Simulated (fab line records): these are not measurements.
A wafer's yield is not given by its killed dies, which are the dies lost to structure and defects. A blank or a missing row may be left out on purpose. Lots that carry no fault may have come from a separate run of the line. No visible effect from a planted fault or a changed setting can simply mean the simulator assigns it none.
fab line records	flow n5_finfet	part 1 of 2: steps 1 to 4 of 6
record lots=24	wafers=72	last_day=19
route steps=1938 shown BEOL_M0@718 BEOL_M1@751
lots that met no fault: from a run of the same line without faults
start_h: start of the lot's first displayed wafer, in hours after the record's first day	wait_h: how many hours have passed since the lot's step before this one	" unchanged from the row above	L1.1+2: a single row standing in for several wafers	- no value present, or no start provided	* or withheld: withheld	< > ~ a bound
route shown NAME@n: names a module that has steps shown in the file, with the first one's number in the route	usual: mean/standard deviation taken from wafers without a fault	same: alike in all rows	chamber/n: place in a boat	sites: per-site readings	_std_site: how widely they spread, as a standard deviation	_edge_site: mean of outer sites minus mean of inner sites	radius_mm: how far each site lies from the wafer's centre	mask NAME#n: copy n	behind: the tool/chamber that last shaped the wafer	hold: the reason the lot was held/the length of the hold in hours/how it ended	device: whichever transistor did not switch (one of n, p or np)	end of line: the same wafers' tests at the end of the route	a step without rows: its recipe alone	killed: not the wafer's yield, but the dies lost to structure and defects at the first sort	map: a wafer's dies, x killed, . not, _ none there
set.NAME: the setting that was run; set.NAME@STEP: the one run at that earlier step	model.NAME: the simulator's own value behind a step, which no gauge read
one table for each step of the route and one row for each wafer, over a sample of lots
services: from which hour (start_h, from the record's first day; less than 0 if before it) a tool's chamber was out of use, for how many hours, and why
## steps
# step N5_BEOL_M0_STRIP_104
# recipe chemistry=N2/H2	power_w=450	temp_c=40	pressure_mtorr=20	rf_frequency_hz=6e+07	overash_fraction=0.3	bias_power_w=7	h2_frac=0.5	n2_flow_sccm=200	h2_flow_sccm=200
# usual bias_power_w=7.001/0.022	drypump_motor_current_A=6.0/0.42	oes_product_au=0.81/0.082	rf_vpp_V=59.1/1.5	showerhead_plenum_p_Torr=2.55/0.1	temp_c=39.99/0.13	throttle_valve_pct=23.66/0.29
lot.wafer	tool	chamber	start_h	wait_h	bias_power_w	drypump_motor_current_A	oes_product_au	rf_hours_counter_h	rf_vpp_V	showerhead_plenum_p_Torr	temp_c	throttle_valve_pct
L074.1	rie_diel-03	0	121.85	0.0	6.995	5.7	0.70	213	57.7	2.39	39.87	23.68
L074.3	"	1	"	"	7.011	5.9	0.90	31	59.7	2.57	40.01	23.48
L074.5	"	2	"	"	6.961	5.1	0.74	-	59.3	2.55	39.85	23.94
L075.2	rie_diel-02	3	124.67	0.0	7.008	6.3	0.93	21	59.9	2.61	40.00	23.93
L075.4	"	1	"	"	7.013	6.2	0.69	247	60.2	2.40	40.09	23.88
L075.5	"	0	"	"	7.006	6.4	0.74	-	58.3	2.44	40.02	23.92
L076.3	rie_diel-02	1	127.84	0.0	7.022	6.2	0.67	248	59.2	2.40	40.00	23.84
L076.4	"	2	"	"	6.973	6.0	0.82	104	57.3	2.66	40.30	23.39
L076.6	"	3	"	"	6.992	6.3	0.92	-	62.7	2.61	40.03	23.94
L077.2	rie_diel-04	1	138.53	0.0	6.979	6.3	0.90	41	58.4	2.59	40.05	23.45
L077.4	"	0	"	"	7.027	6.3	0.95	11	57.0	2.48	40.03	23.17
L077.5	"	3	"	"	6.985	5.3	0.90	-	57.2	2.47	40.07	23.07
L078.1	rie_diel-04	2	144.11	0.0	7.017	6.3	0.72	204	57.2	2.41	39.85	23.90
L078.3	"	1	"	"	7.028	6.3	0.91	42	59.1	2.58	39.92	23.44
L078.5	"	1	"	"	6.991	6.3	0.91	-	62.7	2.58	39.96	23.47
L079.1	rie_diel-02	2	147.46	0.0	6.984	6.0	0.80	112	59.6	2.66	39.84	23.36
L079.2	"	1	"	"	6.977	6.2	0.97	1	59.7	2.72	40.13	23.49
L079.6	"	0	"	"	6.987	6.4	0.75	-	58.2	2.44	40.19	23.92
L080.2	rie_diel-02	2	151.11	0.0	7.026	6.0	0.78	113	59.9	2.66	39.88	23.38
L080.3	"	1	"	"	6.976	6.2	0.94	3	62.5	2.72	39.94	23.48
L080.4	"	3	"	"	7.022	6.4	0.91	32	58.6	2.60	39.89	23.95
L082.2	rie_diel-02	1	158.87	0.0	6.996	6.2	0.94	6	54.4	2.72	39.77	23.54
L082.3	"	0	"	"	6.981	6.4	0.74	169	62.3	2.43	40.13	23.94
L082.4	"	2	"	"	7.059	6.0	0.81	117	60.9	2.66	40.01	23.40
L081.2	rie_diel-03	1	167.16	0.0	7.014	5.9	0.88	48	58.3	2.57	40.10	23.49
L081.3	"	3	"	"	6.993	5.4	0.84	38	59.7	2.70	40.09	23.42
L081.5	"	0	"	"	7.011	5.7	0.71	-	58.9	2.39	39.99	23.71
L083.1	rie_diel-02	2	167.19	0.0	7.018	6.0	0.80	121	61.0	2.65	40.08	23.44
L083.2	"	3	"	"	6.980	6.3	0.91	40	60.0	2.60	40.23	23.96
L083.4	"	2	"	"	7.007	6.0	0.80	-	61.6	2.66	39.77	23.41
L084.1	rie_diel-02	0	175.18	0.0	7.027	6.4	0.73	179	57.5	2.43	39.94	23.91
L084.2	"	2	"	"	7.016	6.0	0.79	127	60.1	2.65	39.80	23.42
L084.4	"	3	"	"	6.957	6.4	0.89	-	60.6	2.60	39.96	23.93
L085.2	rie_diel-03	1	243.11	0.0	6.998	5.9	0.81	83	56.3	2.55	39.90	23.53
L085.4	"	2	"	"	7.032	5.1	0.69	-	58.9	2.52	40.01	24.01
L085.6	"	1	"	"	7.006	5.9	0.82	-	59.9	2.55	39.80	23.51
L088.2	rie_diel-04	0	243.48	0.0	7.034	6.3	0.90	35	59.2	2.47	39.86	23.20
L088.3	"	2	"	"	6.966	6.3	0.70	225	58.8	2.40	40.00	23.94
L088.5	"	2	"	"	6.999	6.3	0.68	-	60.7	2.40	40.00	23.93
L095.2	rie_diel-04	3	243.90	0.0	6.992	5.3	0.85	54	59.0	2.46	40.07	23.12
L095.5	"	2	"	"	6.997	6.3	0.69	-	58.9	2.40	40.04	23.92
L095.6	"	1	"	"	7.010	6.3	0.85	-	60.6	2.57	39.94	23.46
L094.3	rie_diel-02	3	244.80	0.0	7.002	6.3	0.85	64	58.7	2.59	39.90	23.98
L094.4	"	2	"	"	7.011	6.0	0.76	157	58.6	2.64	39.92	23.47
L094.5	"	3	"	"	6.983	6.3	0.86	-	58.3	2.59	39.91	23.98
L089.3	rie_diel-02	0	245.74	0.0	6.977	6.4	0.71	213	59.0	2.41	39.92	23.98
L089.5	"	3	"	"	6.973	6.4	0.87	-	57.9	2.59	40.09	24.01
L089.6	"	0	"	"	6.979	6.4	0.71	-	57.0	2.41	39.79	23.99
L090.1	rie_diel-03	2	246.07	0.0	7.010	5.1	0.70	228	58.0	2.52	39.95	24.05
L090.3	"	1	"	"	7.005	5.9	0.81	85	58.4	2.55	40.19	23.51
L090.6	"	1	"	"	6.972	5.9	0.82	-	61.1	2.55	40.02	23.59
L091.1	rie_diel-04	0	246.63	0.0	6.999	6.3	0.90	36	59.5	2.47	39.98	23.20
L091.2	"	1	"	"	7.016	6.3	0.87	65	57.5	2.57	39.83	23.48
L091.3	"	3	"	"	6.992	5.3	0.84	56	62.2	2.46	39.98	23.16
L092.2	rie_diel-03	1	246.66	0.0	6.976	5.9	0.81	85	59.7	2.55	40.04	23.56
L092.4	"	1	"	"	7.049	5.9	0.82	-	59.3	2.55	39.94	23.56
L092.6	"	2	"	"	7.029	5.1	0.68	-	58.6	2.52	40.06	24.02
L087.1	rie_diel-03	2	246.72	0.0	7.004	5.1	0.68	229	60.1	2.52	40.25	24.03
L087.2	"	1	"	"	6.980	5.9	0.80	85	59.7	2.55	39.97	23.54
L087.3	"	3	"	"	7.020	5.4	0.80	75	59.7	2.68	39.90	23.45
L093.2	rie_diel-02	1	248.38	0.0	6.978	6.2	0.85	38	61.5	2.71	40.23	23.57
L093.3	"	0	"	"	6.982	6.4	0.71	214	59.8	2.41	39.84	23.98
L093.6	"	1	"	"	6.974	6.2	0.86	-	61.0	2.71	40.06	23.59
L086.3	rie_diel-04	2	249.92	0.0	7.038	6.3	0.70	228	57.7	2.40	39.94	23.91
L086.4	"	3	"	"	6.997	5.3	0.84	57	55.3	2.46	40.27	23.14
L086.5	"	2	"	"	7.038	6.3	0.70	-	57.0	2.40	40.04	23.94
L096.1	rie_diel-02	3	250.11	0.0	6.965	6.3	0.86	67	60.8	2.59	40.19	24.00
L096.4	"	2	"	"	7.047	6.0	0.78	160	61.0	2.64	39.99	23.47
L096.5	"	1	"	"	6.984	6.2	0.87	-	58.5	2.71	40.19	23.57
L097.1	rie_diel-02	2	262.37	0.0	6.991	6.0	0.77	166	58.1	2.64	40.13	23.47
L097.3	"	3	"	"	7.016	6.4	0.85	72	55.2	2.59	39.94	24.01
L097.6	"	1	"	"	7.015	6.2	0.84	-	59.1	2.71	39.70	23.56
# step N5_BEOL_M1_ILD_DEP_00
# recipe material=SiOC	target_thk_a=790	temp_c=350	precursor=DEMS/O2	pressure_torr=5	rf_w=500	time_s=15.3
# usual heater_power_w=529/88	showerhead_plenum_p_Torr=5.691/0.017	throttle_valve_pct=12.3/0.6
lot.wafer	tool	chamber	start_h	wait_h	heater_power_w	showerhead_plenum_p_Torr	throttle_valve_pct
L074.1	pecvd-02	0	126.65	0.0	422	5.686	12.4
L074.3	"	1	"	"	449	5.683	12.2
L074.5	"	0	"	"	423	5.686	12.5
L075.2	pecvd-02	2	129.74	0.0	702	5.667	11.7
L075.4	"	2	"	"	563	5.688	11.6
L075.5	"	0	"	"	506	5.686	12.5
L076.3	pecvd-01	0	131.67	0.0	505	5.734	13.7
L076.4	"	1	"	"	456	5.720	12.6
L076.6	"	2	"	"	679	5.672	10.9
L077.2	pecvd-01	1	143.74	0.0	501	5.700	12.4
L077.4	"	2	"	"	763	5.659	10.9
L077.5	"	0	"	"	515	5.715	13.7
L078.1	pecvd-03	1	148.84	0.0	483	5.692	12.6
L078.3	"	1	"	"	495	5.694	12.4
L078.5	"	1	"	"	472	5.690	12.4
L079.1	pecvd-01	1	152.62	0.0	478	5.690	12.4
L079.2	"	0	"	"	566	5.718	13.6
L079.6	"	2	"	"	786	5.656	11.3
L080.2	pecvd-03	1	154.01	0.0	510	5.699	12.3
L080.3	"	0	"	"	510	5.701	12.5
L080.4	"	2	"	"	515	5.682	12.2
L082.2	pecvd-03	2	162.73	0.0	485	5.691	12.3
L082.3	"	2	"	"	489	5.681	12.0
L082.4	"	1	"	"	498	5.695	12.5
L081.2	pecvd-01	1	171.28	0.0	497	5.695	12.6
L081.3	"	0	"	"	540	5.715	13.5
L081.5	"	0	"	"	544	5.719	13.5
L083.1	pecvd-02	2	171.73	0.0	670	5.680	11.6
L083.2	"	1	"	"	429	5.680	12.0
L083.4	"	0	"	"	468	5.674	12.7
L084.1	pecvd-03	2	180.71	0.0	479	5.682	12.4
L084.2	"	0	"	"	512	5.711	12.4
L084.4	"	1	"	"	510	5.701	12.7
L085.2	pecvd-03	0	247.30	0.0	442	5.722	12.9
L085.4	"	0	"	"	448	5.695	12.6
L085.6	"	2	"	"	475	5.698	12.5
L088.2	pecvd-02	2	247.57	0.0	624	5.688	11.8
L088.3	"	1	"	"	457	5.684	12.3
L088.5	"	1	"	"	459	5.691	12.0
L095.2	pecvd-02	0	247.79	0.0	482	5.682	12.4
L095.5	"	0	"	"	486	5.690	12.7
L095.6	"	2	"	"	596	5.654	11.6
L094.3	pecvd-03	2	248.28	0.0	487	5.687	12.2
L094.4	"	0	"	"	513	5.708	12.4
L094.5	"	1	"	"	473	5.690	12.6
L089.3	pecvd-03	1	250.64	0.0	537	5.675	12.3
L089.5	"	2	"	"	491	5.679	12.5
L089.6	"	1	"	"	561	5.708	12.4
L090.1	pecvd-03	2	251.24	0.0	525	5.685	12.2
L090.3	"	0	"	"	465	5.719	12.7
L090.6	"	2	"	"	524	5.696	12.2
L091.1	pecvd-02	1	251.45	0.0	472	5.695	12.0
L091.2	"	0	"	"	401	5.681	12.8
L091.3	"	2	"	"	666	5.686	11.7
L092.2	pecvd-02	2	251.67	0.0	628	5.667	11.8
L092.4	"	1	"	"	492	5.702	12.5
L092.6	"	0	"	"	495	5.688	12.3
L087.1	pecvd-01	1	251.69	0.0	467	5.694	12.4
L087.2	"	0	"	"	525	5.706	13.6
L087.3	"	2	"	"	700	5.677	11.2
L093.2	pecvd-01	2	252.23	0.0	660	5.665	11.5
L093.3	"	0	"	"	538	5.721	13.4
L093.6	"	1	"	"	447	5.718	12.5
L086.3	pecvd-01	0	253.40	0.0	541	5.719	13.6
L086.4	"	1	"	"	503	5.697	12.5
L086.5	"	0	"	"	526	5.727	13.7
L096.1	pecvd-03	1	253.83	0.0	451	5.699	12.3
L096.4	"	0	"	"	439	5.713	12.7
L096.5	"	1	"	"	465	5.682	12.2
L097.1	pecvd-02	2	267.30	0.0	648	5.678	12.0
L097.3	"	0	"	"	478	5.690	12.4
L097.6	"	1	"	"	496	5.669	12.2
# step N5_BEOL_M1_PECVD_72
# recipe material=SiO2	target_thk_a=160	temp_c=400	precursor=TEOS/O2	pressure_torr=5.5	rf_w=450	teos_flow_sccm=53.8	gas=O2	flow_sccm=3000	time_s=18
# usual heater_power_w=783/130	showerhead_plenum_p_Torr=8.77/0.074	throttle_valve_pct=23.1/1.1
lot.wafer	tool	chamber	start_h	wait_h	heater_power_w	showerhead_plenum_p_Torr	throttle_valve_pct
L074.1	pecvd-03	1	126.76	0.0	815	8.78	23.5
L074.3	"	0	"	"	735	8.87	23.5
L074.5	"	1	"	"	796	8.76	23.2
L075.2	pecvd-01	1	129.84	0.0	684	8.81	23.4
L075.4	"	0	"	"	686	8.89	25.4
L075.5	"	1	"	"	680	8.79	23.4
L076.3	pecvd-03	0	131.78	0.0	733	8.84	23.4
L076.4	"	2	"	"	768	8.78	22.7
L076.6	"	1	"	"	798	8.76	23.4
L077.2	pecvd-02	0	144.13	0.0	744	8.78	23.1
L077.4	"	2	"	"	911	8.70	21.7
L077.5	"	0	"	"	720	8.74	23.2
L078.1	pecvd-02	2	148.97	0.0	922	8.70	21.8
L078.3	"	1	"	"	650	8.75	22.7
L078.5	"	1	"	"	659	8.76	23.1
L079.1	pecvd-03	1	152.73	0.0	799	8.76	23.3
L079.2	"	0	"	"	708	8.85	23.3
L079.6	"	0	"	"	712	8.84	23.4
L080.2	pecvd-03	1	154.11	0.0	797	8.78	23.2
L080.3	"	0	"	"	654	8.84	23.6
L080.4	"	0	"	"	644	8.85	23.5
L082.2	pecvd-01	0	162.85	0.0	804	8.90	25.4
L082.3	"	1	"	"	701	8.82	23.3
L082.4	"	0	"	"	813	8.92	25.3
L081.2	pecvd-02	1	171.38	0.0	731	8.73	23.0
L081.3	"	2	"	"	877	8.71	21.9
L081.5	"	1	"	"	718	8.75	22.9
L083.1	pecvd-01	2	171.83	0.0	954	8.62	21.0
L083.2	"	0	"	"	672	8.89	25.2
L083.4	"	0	"	"	662	8.91	25.6
L084.1	pecvd-01	2	180.81	0.0	1057	8.63	21.2
L084.2	"	1	"	"	657	8.81	23.4
L084.4	"	1	"	"	648	8.79	23.3
L085.2	pecvd-01	1	247.41	0.0	748	8.79	23.5
L085.4	"	0	"	"	683	8.88	25.5
L085.6	"	1	"	"	704	8.79	23.1
L088.2	pecvd-03	2	247.69	0.0	779	8.73	23.0
L088.3	"	1	"	"	775	8.76	23.3
L088.5	"	2	"	"	795	8.77	22.9
L095.2	pecvd-03	1	247.90	0.0	826	8.76	23.3
L095.5	"	1	"	"	803	8.79	23.4
L095.6	"	2	"	"	810	8.75	22.9
L094.3	pecvd-02	1	248.38	0.0	633	8.76	22.7
L094.4	"	2	"	"	946	8.71	22.0
L094.5	"	1	"	"	650	8.77	22.8
L089.3	pecvd-01	0	250.74	0.0	780	8.91	25.6
L089.5	"	2	"	"	1112	8.64	21.0
L089.6	"	0	"	"	793	8.91	25.1
L090.1	pecvd-01	0	251.34	0.0	740	8.92	25.5
L090.3	"	2	"	"	1090	8.64	21.2
L090.6	"	2	"	"	1074	8.63	21.0
L091.1	pecvd-03	2	251.56	0.0	788	8.74	23.1
L091.2	"	1	"	"	739	8.77	23.4
L091.3	"	0	"	"	748	8.84	23.4
L092.2	pecvd-03	1	251.77	0.0	775	8.75	23.4
L092.4	"	1	"	"	795	8.74	23.4
L092.6	"	0	"	"	750	8.84	23.7
L087.1	pecvd-02	2	251.79	0.0	975	8.71	22.1
L087.2	"	1	"	"	745	8.74	22.6
L087.3	"	0	"	"	670	8.77	23.6
L093.2	pecvd-02	0	252.33	0.0	716	8.76	23.5
L093.3	"	1	"	"	722	8.74	22.6
L093.6	"	1	"	"	715	8.73	22.8
L086.3	pecvd-02	2	253.52	0.0	962	8.70	22.5
L086.4	"	0	"	"	678	8.73	23.6
L086.5	"	1	"	"	753	8.75	22.7
L096.1	pecvd-01	0	253.94	0.0	779	8.90	25.3
L096.4	"	0	"	"	791	8.90	25.3
L096.5	"	1	"	"	700	8.81	23.1
L097.1	pecvd-03	1	267.40	0.0	800	8.77	23.3
L097.3	"	0	"	"	687	8.85	23.5
L097.6	"	0	"	"	705	8.86	23.6
# step N5_BEOL_M1_INSPECT_13
# recipe mode=adi	inspect_instrument=brightfield
# usual raw_defect_count=372/82
lot.wafer	tool	chamber	start_h	wait_h	raw_defect_count
L074.1	defect_inspect-01	-	128.56	0.1	229
L074.3	"	-	"	"	272
L074.5	"	-	"	"	274
L075.2	defect_inspect-01	-	132.30	0.0	610
L075.4	"	-	"	"	476
L075.5	"	-	"	"	464
L076.3	defect_inspect-01	-	132.63	0.0	381
L076.4	"	-	"	"	330
L076.6	"	-	"	"	419
L077.2	defect_inspect-02	-	145.10	0.0	278
L077.4	"	-	"	"	293
L077.5	"	-	"	"	289
L078.1	defect_inspect-02	-	150.81	0.1	490
L078.3	"	-	"	"	527
L078.5	"	-	"	"	451
L079.1	defect_inspect-01	-	153.26	0.1	357
L079.2	"	-	"	"	306
L079.6	"	-	"	"	404
L080.2	defect_inspect-01	-	156.31	0.0	406
L080.3	"	-	"	"	373
L080.4	"	-	"	"	343
L082.2	defect_inspect-02	-	163.54	0.0	358
L082.3	"	-	"	"	424
L082.4	"	-	"	"	487
L081.2	defect_inspect-01	-	173.14	0.0	289
L081.3	"	-	"	"	284
L081.5	"	-	"	"	290
L083.1	defect_inspect-01	-	173.36	0.1	411
L083.2	"	-	"	"	331
L083.4	"	-	"	"	559
L084.1	defect_inspect-01	-	181.85	0.1	431
L084.2	"	-	"	"	333
L084.4	"	-	"	"	320
L085.2	defect_inspect-02	-	248.07	0.0	475
L085.4	"	-	"	"	346
L085.6	"	-	"	"	480
L088.2	defect_inspect-02	-	248.23	0.0	368
L088.3	"	-	"	"	363
L088.5	"	-	"	"	375
L095.2	defect_inspect-01	-	248.43	0.0	426
L095.5	"	-	"	"	321
L095.6	"	-	"	"	333
L094.3	defect_inspect-02	-	248.92	0.0	277
L094.4	"	-	"	"	353
L094.5	"	-	"	"	262
L089.3	defect_inspect-02	-	251.28	0.0	391
L089.5	"	-	"	"	519
L089.6	"	-	"	"	345
L090.1	defect_inspect-01	-	253.75	0.1	363
L090.3	"	-	"	"	293
L090.6	"	-	"	"	215
L091.1	defect_inspect-02	-	253.79	0.1	525
L091.2	"	-	"	"	297
L091.3	"	-	"	"	341
L092.2	defect_inspect-02	-	253.83	0.0	333
L092.4	"	-	"	"	509
L092.6	"	-	"	"	334
L087.1	defect_inspect-02	-	253.86	0.1	364
L087.2	"	-	"	"	295
L087.3	"	-	"	"	379
L093.2	defect_inspect-02	-	253.90	0.0	494
L093.3	"	-	"	"	453
L093.6	"	-	"	"	508
L086.3	defect_inspect-02	-	254.88	0.0	276
L086.4	"	-	"	"	300
L086.5	"	-	"	"	320
L096.1	defect_inspect-02	-	255.14	0.1	472
L096.4	"	-	"	"	400
L096.5	"	-	"	"	360
L097.1	defect_inspect-02	-	268.47	0.1	407
L097.3	"	-	"	"	260
L097.6	"	-	"	"	328
